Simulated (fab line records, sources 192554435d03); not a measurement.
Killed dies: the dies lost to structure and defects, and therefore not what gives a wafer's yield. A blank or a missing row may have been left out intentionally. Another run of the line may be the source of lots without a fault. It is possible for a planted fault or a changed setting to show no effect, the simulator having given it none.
Matching of chambers -- flow n5 finfet -- N5_BEOL_M4_ILD_DEP_00 on pecvd-04 has 3 sister chambers
The step deposits SiOC from DEMS/O2, target thk 79 nm, time 15.3 s. 14 wafers are shown with their chamber, then 6 later ones without.

== WAFERS, EACH WITH ITS CHAMBER ==
wafer,chamber,throttle valve pct (%),heater power w (W),showerhead plenum p Torr (Torr)
L892.1,1,11.4,575,5.697
L892.3,0,12.1,519,5.698
L892.4,2,11.4,461,5.680
L895.1,2,11.3,497,5.704
L895.4,2,11.2,505,5.694
L895.5,1,11.3,511,5.701
L898.2,0,12.0,459,5.690
L898.5,1,11.6,536,5.696
L898.6,2,11.1,478,5.673
L910.2,1,11.9,582,5.707
L910.4,2,11.2,498,5.691
L911.3,1,11.6,550,5.699
L911.5,2,11.2,496,5.691
L911.6,0,12.2,460,5.693

SIGNATURES (means of the wafers above)
reading,chamber 0,chamber 1,chamber 2,scatter within a chamber
throttle valve pct,12.100,11.560,11.233,0.161
heater power w,479.33,550.80,489.17,25.4
showerhead plenum p Torr,5.69367,5.70000,5.68883,0.008
Rule: a wafer's distance from a chamber is the root of the sum, over the readings, of the square of ((its reading less the chamber's mean) divided by the reading's scatter). The wafer belongs to the nearest chamber; if the next one is less than 2 further off, it can't be placed. The scatter is the square root of a quotient: the sum, over the shown wafers, of each reading's squared deviation from its chamber's mean, divided by wafers minus chambers.

== WAFERS WITH NO CHAMBER GIVEN ==
wafer,throttle valve pct (%),heater power w (W),showerhead plenum p Torr (Torr)
L913.1,11.3,443,5.672
L913.4,11.4,451,5.686
L913.6,12.2,540,5.670
L915.3,11.6,449,5.683
L915.5,11.4,451,5.687
L915.6,11.5,547,5.719

== EACH ONE'S CHAMBER ==
wafer,from the rows above,in truth
L913.1,2,2
L913.4,2,2
L913.6,can't be placed: 0 or 1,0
L915.3,can't be placed: 2 or 0 or 1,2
L915.5,2,2
L915.6,1,1
Correct placement for 4 of the 6. These rows do not allow placing 2 (true chamber among the candidates in 2). Placed wrongly: 0.
